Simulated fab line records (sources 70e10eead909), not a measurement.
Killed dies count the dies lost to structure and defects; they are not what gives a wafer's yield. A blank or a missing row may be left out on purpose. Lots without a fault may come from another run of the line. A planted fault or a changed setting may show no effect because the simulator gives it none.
fab line records	flow nand_harc
record lots=11	wafers=33	last_day=25
route steps=1159 shown A_CONTACT@900 END@1159
lots untouched by any fault: they come from a run of this same line in which no faults occurred
start_h: hours from the record's first day to the start of the lot's first wafer shown	wait_h: hours elapsed since this lot's preceding step	" the same as in the row above	L1.1+2: a row that stands for several wafers	- no value, or no start given	* or withheld: withheld	< > ~ a bound
route shown NAME@n: NAME is a module with steps in the file, n the number in the route of the first one	usual: mean/standard deviation of fault-free wafers	same: alike in all rows	chamber/n: place in a boat	sites: the reading at each site	_std_site: the standard deviation of these	_edge_site: the outer-site mean with the inner-site mean subtracted	radius_mm: for every site, how far away it sits from the centre of the wafer	mask NAME#n: copy n	behind: the last tool/chamber to shape the wafer	hold: what put the lot on hold/how long, in hours/how the hold closed	device: which transistor (n, p or np) failed to switch	end of line: the tests these same wafers got at the end of their route	where a step has no rows: the recipe by itself	killed: at the first sort, the dies lost to defects and structure; wafer yield is something else	map: shows each die of a wafer: x if killed, . if not, _ if none is there
set.NAME: the setting that was run; set.NAME@STEP: the one run at that earlier step	model.NAME: the simulator's own value behind a step, which no gauge read
one table for each step of the route and one row for each wafer, over a sample of lots
services: a tool's chamber out of use, with start hour (start_h, from the record's first day; less than 0 if before it), hours out, and reason
## steps
# step NHARC_A_CONTACT_ETCH_75
# recipe target_depth_a=390	over_etch_frac=0.3	time_s=65	ion_energy_ev=80	cf4_flow_sccm=150	ar_flow_sccm=0	rf_w=300	bias_w=100	chemistry=CF4
# usual bias_w=100.01/0.29	cf4_flow_sccm=150.0/0.46	drypump_motor_current_A=5.7/0.5	oes_product_au=0.994/0.011	rf_vpp_V=151.5/1.2	showerhead_plenum_p_Torr=1.79/0.059	throttle_valve_pct=13.284/0.0096
# same time_s=65
lot.wafer	tool	chamber	start_h	wait_h	bias_w	cf4_flow_sccm	drypump_motor_current_A	oes_product_au	rf_hours_counter_h	rf_vpp_V	showerhead_plenum_p_Torr	throttle_valve_pct
L870.2	rie_diel-13	2	381.94	0.1	99.87	149.2	6.0	0.974	38	151.0	1.81	13.272
L870.1	"	0	"	"	99.96	150.3	6.1	0.992	36	149.4	1.65	13.291
L870.4	"	1	"	"	100.19	149.7	6.4	0.985	35	150.2	1.77	13.287
L869.4	rie_diel-13	1	383.73	0.1	100.35	150.5	6.4	1.007	36	150.6	1.77	13.290
L869.3	"	2	"	"	100.17	149.9	6.0	0.984	39	152.7	1.81	13.269
L869.6	"	2	"	"	100.12	149.6	6.0	0.982	-	152.3	1.81	13.277
L873.2	rie_diel-13	3	395.20	0.1	99.76	150.1	5.1	1.014	45	151.8	1.83	13.295
L873.1	"	0	"	"	100.09	149.1	6.1	0.993	42	149.6	1.64	13.281
L873.4	"	2	"	"	100.41	149.6	6.0	0.987	45	152.1	1.81	13.289
L874.4	rie_diel-13	1	438.67	0.1	99.46	150.2	6.4	0.994	58	151.7	1.77	13.289
L874.2	"	2	"	"	99.38	148.6	6.0	0.986	60	151.2	1.81	13.280
L874.1	"	0	"	"	99.96	149.9	6.1	0.996	58	148.2	1.64	13.290
L878.3	rie_diel-06	3	444.10	0.1	99.99	150.1	6.4	1.012	4	152.7	1.70	13.288
L878.2	"	2	"	"	100.12	149.4	5.7	1.003	4	152.3	1.86	13.268
L878.5	"	1	"	"	99.90	150.8	6.0	1.005	-	151.0	1.80	13.292
L879.4	rie_diel-09	3	445.79	0.1	99.73	151.0	4.7	0.978	4	150.4	1.77	13.297
L879.5	"	3	"	"	100.04	150.3	4.7	0.995	-	151.8	1.77	13.289
L879.6	"	0	"	"	99.54	150.4	5.6	0.995	-	152.9	1.84	13.297
L880.2	rie_diel-13	1	451.22	0.1	100.04	149.3	6.4	1.007	65	152.0	1.76	13.271
L880.3	"	2	"	"	100.51	150.6	5.9	0.982	68	152.7	1.80	13.300
L880.5	"	0	"	"	99.91	150.8	6.1	0.991	-	149.2	1.64	13.288
L884.4	rie_diel-13	1	463.30	0.1	100.13	149.5	6.4	0.979	0	151.0	1.76	13.284
L884.3	"	3	"	"	99.88	150.4	5.0	0.989	0	152.2	1.82	13.273
L884.5	"	1	"	"	99.64	149.8	6.4	0.984	-	150.9	1.76	13.275
L886.1	rie_diel-06	1	473.53	0.1	99.88	149.4	6.1	1.001	12	152.4	1.79	13.288
L886.6	"	1	"	"	100.00	150.6	6.0	1.010	-	151.3	1.79	13.287
L886.5	"	2	"	"	99.40	150.1	5.7	0.999	-	153.5	1.85	13.266
L885.2	rie_diel-13	3	477.91	0.1	99.79	150.0	5.0	0.995	5	153.0	1.82	13.295
L885.1	"	1	"	"	100.38	149.2	6.4	0.989	8	150.6	1.76	13.292
L885.5	"	2	"	"	99.97	149.7	5.9	0.992	-	151.8	1.80	13.284
L890.2	rie_diel-09	0	507.22	0.1	99.95	150.1	5.6	0.990	24	151.9	1.83	13.276
L890.1	"	1	"	"	100.21	150.1	5.8	0.994	23	151.6	1.80	13.295
L890.3	"	2	"	"	99.70	150.3	5.7	0.993	24	151.5	1.78	13.279
# step NHARC_A_CONTACT_ETCH_125
# recipe source_w=withheld	pressure_mtorr=20	bias_v=1200	time_s=155	target_depth_a=9560	ar_flow_sccm=withheld	c4f8_flow_sccm=withheld	o2_flow_sccm=withheld	chemistry=C4F8/O2/Ar
# usual chamber_pressure_mTorr=19.999/0.019	oes_air_line_au=1.003/0.022
# same time_s=155
lot.wafer	tool	chamber	start_h	wait_h	chamber_pressure_mTorr	oes_air_line_au	rf_hours_counter_h
L870.2	har_cap_etch-01	1	383.33	0.2	20.006	0.995	57
L870.1	"	0	"	"	19.994	1.012	57
L870.4	"	0	"	"	19.991	1.043	-
L869.3	har_cap_etch-02	0	385.01	0.1	20.009	0.998	-
L869.4	"	1	"	"	19.995	1.025	-
L869.6	"	0	"	"	19.983	0.973	-
L873.1	har_cap_etch-03	1	396.55	0.2	20.001	0.998	86
L873.2	"	0	"	"	20.004	0.976	86
L873.4	"	1	"	"	19.990	1.012	-
L874.2	har_cap_etch-02	0	440.06	0.2	19.976	0.984	21
L874.1	"	1	"	"	19.980	0.978	21
L874.4	"	1	"	"	20.005	0.994	-
L878.2	har_cap_etch-01	1	446.19	0.2	20.014	1.010	68
L878.3	"	1	"	"	20.015	0.996	-
L878.5	"	1	"	"	20.011	0.968	-
L879.4	har_cap_etch-02	1	447.30	0.1	20.006	0.998	-
L879.5	"	0	"	"	19.985	1.016	-
L879.6	"	1	"	"	19.984	0.990	-
L880.2	har_cap_etch-01	1	452.51	0.2	20.004	1.013	70
L880.3	"	0	"	"	20.013	1.001	-
L880.5	"	0	"	"	20.014	1.024	-
L884.3	har_cap_etch-01	1	464.59	0.1	19.983	0.999	-
L884.4	"	0	"	"	19.964	1.001	-
L884.5	"	0	"	"	20.025	1.015	-
L886.1	har_cap_etch-02	1	474.78	0.2	20.003	1.054	29
L886.5	"	1	"	"	19.989	1.005	-
L886.6	"	0	"	"	19.983	1.008	-
L885.1	har_cap_etch-02	1	479.14	0.2	19.988	1.016	31
L885.2	"	0	"	"	20.013	0.968	31
L885.5	"	1	"	"	19.981	1.011	-
L890.2	har_cap_etch-02	0	508.60	0.2	19.996	0.988	35
L890.1	"	1	"	"	19.998	1.009	35
L890.3	"	0	"	"	19.965	0.986	-
# step NHARC_A_CONTACT_ETCH_126
# recipe source_w=withheld	pressure_mtorr=20	bias_v=1200	time_s=155	target_depth_a=9560	ar_flow_sccm=withheld	c4f8_flow_sccm=withheld	o2_flow_sccm=withheld	chemistry=C4F8/O2/Ar
# usual chamber_pressure_mTorr=19.996/0.019	oes_air_line_au=1.003/0.02	time_s=155/0
lot.wafer	tool	chamber	start_h	wait_h	chamber_pressure_mTorr	oes_air_line_au	rf_hours_counter_h	time_s
L870.2	har_cap_etch-01	1	383.47	0.1	19.981	1.016	57	155
L870.1	"	0	"	"	19.969	1.007	57	155
L870.4	"	0	"	"	19.978	0.981	-	155
L869.3	har_cap_etch-02	0	385.15	0.1	19.975	0.979	-	155
L869.4	"	1	"	"	19.975	1.005	-	155
L869.6	"	0	"	"	19.993	0.988	-	155
L873.1	har_cap_etch-03	1	396.74	0.2	19.993	1.039	86	155
L873.2	"	0	"	"	20.012	0.990	86	155
L873.4	"	1	"	"	19.985	1.016	-	155
L874.2	har_cap_etch-02	0	440.20	0.1	19.999	1.008	21	155
L874.1	"	1	"	"	20.023	0.971	21	155
L874.4	"	1	"	"	20.036	1.006	-	155
L878.2	har_cap_etch-01	1	446.34	0.1	20.002	1.000	68	155
L878.3	"	1	"	"	20.004	1.024	-	155
L878.5	"	1	"	"	19.996	1.005	-	155
L879.4	har_cap_etch-02	1	447.44	0.1	-	-	-	-
L879.5	"	0	"	"	-	-	-	-
L879.6	"	1	"	"	-	-	-	-
L880.2	har_cap_etch-01	1	452.65	0.1	-	-	-	-
L880.3	"	0	"	"	-	-	-	-
L880.5	"	0	"	"	-	-	-	-
L884.3	har_cap_etch-01	1	464.73	0.1	-	-	-	-
L884.4	"	0	"	"	-	-	-	-
L884.5	"	0	"	"	-	-	-	-
L886.1	har_cap_etch-02	1	474.92	0.1	20.015	0.973	30	155
L886.5	"	1	"	"	19.961	0.969	-	155
L886.6	"	0	"	"	20.009	1.010	-	155
L885.1	har_cap_etch-02	1	479.28	0.1	19.993	0.981	31	155
L885.2	"	0	"	"	20.020	1.016	31	155
L885.5	"	1	"	"	20.006	1.022	-	155
L890.2	har_cap_etch-02	0	508.74	0.1	20.005	0.981	35	155
L890.1	"	1	"	"	19.986	1.036	35	155
L890.3	"	0	"	"	19.997	1.012	-	155
# step NHARC_A_CONTACT_ETCH_91
# recipe target_depth_a=400	over_etch_frac=0.5	time_s=85.7	ion_energy_ev=120	ch3f_flow_sccm=50	o2_flow_sccm=30	ar_flow_sccm=200	rf_w=500	bias_w=100	chemistry=CH3F/O2
# usual bias_w=100.00/0.27	ch3f_flow_sccm=49.98/0.14	drypump_motor_current_A=5.7/0.53	oes_product_au=0.94/0.03	rf_vpp_V=244.7/1.4	showerhead_plenum_p_Torr=2.47/0.093	throttle_valve_pct=20.663/0.01
# same time_s=85.7
lot.wafer	tool	chamber	start_h	wait_h	bias_w	ch3f_flow_sccm	drypump_motor_current_A	oes_product_au	rf_hours_counter_h	rf_vpp_V	showerhead_plenum_p_Torr	throttle_valve_pct
L870.2	rie_diel-13	3	385.03	0.5	100.36	50.03	5.0	0.94	40	246.1	2.55	20.684
L870.4	"	0	"	"	99.79	49.82	6.1	0.92	38	241.7	2.28	20.670
L870.1	"	1	"	"	100.17	49.95	6.4	0.93	36	244.0	2.46	20.652
L869.3	rie_diel-06	1	386.74	0.5	99.82	50.16	6.0	0.92	29	245.0	2.50	20.660
L869.4	"	2	"	"	99.93	49.84	5.8	0.92	32	245.7	2.59	20.669
L869.6	"	3	"	"	99.97	50.02	6.3	0.92	-	244.6	2.36	20.663
L873.1	rie_diel-13	3	398.73	0.6	100.29	49.97	5.0	0.93	46	246.4	2.55	20.667
L873.2	"	1	"	"	99.64	49.99	6.4	0.92	43	246.0	2.46	20.653
L873.4	"	2	"	"	100.21	50.11	6.0	0.91	46	245.0	2.52	20.642
L874.1	rie_diel-09	0	441.76	0.5	99.57	50.03	5.7	0.98	0	247.3	2.56	20.640
L874.2	"	2	"	"	100.34	49.67	5.7	0.97	0	246.3	2.49	20.679
L874.4	"	3	"	"	99.95	49.76	4.8	0.99	0	244.6	2.47	20.661
L878.3	rie_diel-06	1	447.90	0.4	99.99	50.01	6.0	0.93	6	245.3	2.50	20.657
L878.2	"	2	"	"	99.99	49.95	5.7	0.93	6	246.9	2.58	20.656
L878.5	"	1	"	"	99.74	49.96	6.0	0.93	-	244.1	2.50	20.674
L879.4	rie_diel-13	1	448.97	0.4	99.92	49.89	6.4	0.92	64	244.2	2.45	20.663
L879.6	"	2	"	"	99.98	50.13	6.0	0.92	-	244.3	2.51	20.650
L879.5	"	3	"	"	100.18	49.86	5.0	0.93	-	245.7	2.54	20.648
L880.2	rie_diel-06	2	454.19	0.5	99.27	49.96	5.8	0.93	8	244.9	2.58	20.666
L880.3	"	1	"	"	100.00	49.97	6.0	0.94	8	246.5	2.50	20.666
L880.5	"	2	"	"	99.51	50.06	5.7	0.92	-	246.8	2.58	20.670
L884.4	rie_diel-13	2	466.24	0.4	100.29	49.91	6.0	0.93	1	243.9	2.51	20.676
L884.3	"	0	"	"	99.83	50.02	6.1	0.91	1	246.4	2.66	20.662
L884.5	"	3	"	"	100.33	50.09	5.0	0.93	-	245.9	2.54	20.661
L886.1	rie_diel-09	1	476.53	0.6	100.00	50.03	5.8	0.92	15	244.7	2.50	20.658
L886.5	"	2	"	"	100.25	49.78	5.7	0.92	-	244.1	2.48	20.678
L886.6	"	3	"	"	99.84	49.94	4.8	0.93	-	245.1	2.46	20.680
L885.2	rie_diel-13	2	480.86	0.5	100.10	49.96	6.0	0.91	6	245.9	2.51	20.668
L885.1	"	3	"	"	100.41	49.92	5.0	0.92	6	245.2	2.53	20.674
L885.5	"	1	"	"	100.30	49.97	6.4	0.92	-	243.4	2.45	20.646
L890.1	rie_diel-06	3	510.32	0.5	100.13	49.79	6.4	0.94	19	243.8	2.35	20.668
L890.3	"	0	"	"	99.95	49.96	4.9	0.92	14	243.2	2.34	20.668
L890.2	"	2	"	"	99.57	50.15	5.7	0.92	19	246.4	2.58	20.676
# step NHARC_END_SORT_01
# recipe temp_c=25
# usual killed_at_array=28/9.1	killed_at_other=0.6/0.87	killed_at_periphery=3.4/2.7	killed_dies=32/9	killed_open=3.2/1.9	killed_short=2.0/1.3
# same gross_dies=677
lot.wafer	tool	chamber	start_h	wait_h	killed_at_array	killed_at_other	killed_at_periphery	killed_dies	killed_open	killed_short
L880.2	prober-02	0	526.31	2.8	676	0	1	677	1	3
L880.3	prober-02	0	527.12	3.1	674	0	3	677	4	3
L880.5	prober-02	0	528.73	3.7	676	0	1	677	4	2
L879.4	prober-02	0	543.51	3.4	677	0	0	677	3	1
L879.5	prober-02	0	544.32	3.7	674	0	3	677	7	1
L879.6	prober-02	0	545.13	4.1	676	0	1	677	3	1
L884.3	prober-02	0	550.57	3.1	675	0	2	677	4	3
L884.4	prober-02	0	551.38	3.4	677	0	0	677	1	0
L884.5	prober-02	0	552.18	3.7	670	0	7	677	7	0
L886.1	prober-02	0	564.57	2.5	35	0	4	39	7	1
L886.5	prober-02	0	567.79	3.7	35	1	3	39	3	3
L886.6	prober-02	0	568.59	4.0	36	0	4	40	6	0
# killed by level:class
L880.2 A_CONTACT:area_etch=648 A_SLIT:chamber_film_flake=14 A_CHANNEL_HOLE_D1:chamber_film_flake=3 A_CHANNEL_FILL_D1:chamber_film_flake=3 A_CONTACT:chamber_film_flake=2 A_ONON_D1:geometric_particle:short=1 A_CHANNEL_HOLE_D1:geometric_particle:short=1 A_WL_FILL:geometric_particle:short=1
L880.3 A_CONTACT:area_etch=641 A_SLIT:chamber_film_flake=15 A_CHANNEL_HOLE_D1:chamber_film_flake=8 A_STAIRCASE:chamber_film_flake=2 A_CONTACT:chamber_film_flake=2 P_STI:geometric_particle:open=1 P_GATE:geometric_particle:open=1 P_CONTACT:geometric_particle:short=1
L880.5 A_CONTACT:area_etch=651 A_SLIT:chamber_film_flake=12 A_STAIRCASE:chamber_film_flake=3 A_CHANNEL_HOLE_D1:chamber_film_flake=2 A_STAIRCASE:geometric_particle:short=1 A_WL_FILL:geometric_particle:open=1 A_WL_FILL:geometric_particle:short=1 A_CONTACT:geometric_particle:open=1
L879.4 A_CONTACT:area_etch=628 A_SLIT:chamber_film_flake=22 A_CHANNEL_HOLE_D1:chamber_film_flake=9 A_CONTACT:chamber_film_flake=7 A_STAIRCASE:chamber_film_flake=3 A_CHANNEL_FILL_D1:chamber_film_flake=2 A_SGD_CUT:chamber_film_flake=2 A_CHANNEL_FILL_D1:geometric_particle:short=1
L879.5 A_CONTACT:area_etch=638 A_SLIT:chamber_film_flake=17 A_CHANNEL_HOLE_D1:chamber_film_flake=5 A_CONTACT:chamber_film_flake=5 A_M0:geometric_particle:open=3 A_STAIRCASE:chamber_film_flake=2 P_STI:geometric_particle:short=1 P_M0:geometric_particle:open=1
L879.6 A_CONTACT:area_etch=638 A_SLIT:chamber_film_flake=12 A_CHANNEL_HOLE_D1:chamber_film_flake=11 A_SGD_CUT:chamber_film_flake=6 A_STAIRCASE:chamber_film_flake=3 A_CONTACT:chamber_film_flake=2 A_ONON_D1:geometric_particle:short=1 A_WL_FILL:geometric_particle:open=1
L884.3 A_CONTACT:area_etch=638 A_SLIT:chamber_film_flake=13 A_CONTACT:chamber_film_flake=8 A_CHANNEL_HOLE_D1:chamber_film_flake=7 A_STAIRCASE:chamber_film_flake=3 A_SGD_CUT:geometric_particle:open=2 P_M0:geometric_particle:open=1 P_M0:geometric_particle:short=1
L884.4 A_CONTACT:area_etch=637 A_CONTACT:chamber_film_flake=11 A_SLIT:chamber_film_flake=11 A_CHANNEL_HOLE_D1:chamber_film_flake=10 A_M1:chamber_film_flake=3 A_STAIRCASE:chamber_film_flake=2 A_CHANNEL_HOLE_D1:geometric_particle:open=1 A_CHANNEL_FILL_D1:chamber_film_flake=1
L884.5 A_CONTACT:area_etch=631 A_SLIT:chamber_film_flake=17 A_CHANNEL_HOLE_D1:chamber_film_flake=10 A_CONTACT:chamber_film_flake=5 P_ZERO_WELL:chamber_film_flake=4 A_CONTACT:geometric_particle:open=3 A_STAIRCASE:chamber_film_flake=3 P_STI:geometric_particle:open=1
L886.1 A_SLIT:chamber_film_flake=21 A_CHANNEL_HOLE_D1:chamber_film_flake=9 P_GATE:geometric_particle:open=1 P_M0:geometric_particle:open=1 P_M0:geometric_particle:short=1 P_M1:geometric_particle:open=1 A_ONON_D1:geometric_particle:open=1 A_CHANNEL_HOLE_D1:geometric_particle:open=1
L886.5 A_CHANNEL_HOLE_D1:chamber_film_flake=14 A_SLIT:chamber_film_flake=13 A_STAIRCASE:chamber_film_flake=2 P_M0:geometric_particle:short=1 P_M1:geometric_particle:short=1 A_ONON_D1:geometric_particle:open=1 A_CHANNEL_HOLE_D1:geometric_particle:open=1 A_CHANNEL_FILL_D1:geometric_particle:open=1
L886.6 A_SLIT:chamber_film_flake=18 A_CHANNEL_FILL_D1:chamber_film_flake=6 A_CHANNEL_HOLE_D1:chamber_film_flake=4 A_ZERO_WELL:chamber_film_flake=3 P_M0:geometric_particle:open=2 A_CONTACT:geometric_particle:open=2 P_GATE:geometric_particle:open=1 A_BLC:geometric_particle:open=1
## services
tool	chamber	start_h	hours	kind
rie_diel-13	0	359.14	-	clean
rie_diel-13	1	359.14	-	clean
rie_diel-13	2	359.14	-	clean
rie_diel-13	3	359.14	-	clean
rie_diel-09	2	366.19	2.7	repair
rie_diel-13	0	383.64	-	clean
rie_diel-13	1	383.64	-	clean
rie_diel-13	2	383.64	-	clean
rie_diel-13	3	383.64	-	clean
rie_diel-13	0	408.18	-	clean
rie_diel-13	1	408.18	-	clean
rie_diel-13	2	408.18	-	clean
rie_diel-13	3	408.18	-	clean
rie_diel-06	-	418.23	9.0	pm
rie_diel-09	-	431.95	9.0	pm
rie_diel-06	0	432.23	13.8	repair
rie_diel-13	0	432.86	-	clean
rie_diel-13	1	432.86	-	clean
rie_diel-13	2	432.86	-	clean
har_cap_etch-01	-	437.29	0.6	repair
rie_diel-13	0	441.82	5.4	repair
rie_diel-13	-	453.17	9.0	pm
har_cap_etch-01	-	488.54	0.7	repair
har_cap_etch-03	-	507.73	34.0	repair
## key
first_sign step=NHARC_A_CONTACT_ETCH_126	reading=tool_record	direction=missing
effect step=NHARC_END_SORT_01	reading=killed_dies	direction=up	sigmas=72	usual=32	struck=677
more_kills_born_at NHARC_A_CONTACT_ETCH_126@har_cap_etch-01=3846	NHARC_A_CONTACT_ETCH_126@har_cap_etch-02=1904
met_at NHARC_A_CONTACT_ETCH_126
struck_lots L879,L880,L884
later_rows_left_out L879.4,L879.5,L879.6,L880.2,L880.3,L880.5,L884.3,L884.4,L884.5
tester_left_out L879,L880,L884
not_acting_at NHARC_A_CONTACT_ETCH_75,NHARC_A_CONTACT_ETCH_125,NHARC_A_CONTACT_ETCH_91
onset_between 446.34 447.44
fault kind=skipped_step_whole	tool=har_cap_etch-01,har_cap_etch-02	chamber=-	onset_h=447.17	steps=NHARC_A_CONTACT_ETCH_126	scope=struck_lots_only
# tester_left_out: of these lots the tester's yield and bins aren't shown, on N5 and GAA mostly nor the transistor test; their killed dies are dies lost to structure and defects alone, not to doping, threshold or leakage, so they don't give the yield
# later_rows_left_out: the simulator's readings of these wafers behind a module that went badly wrong aren't trusted and aren't shown, but for the sort
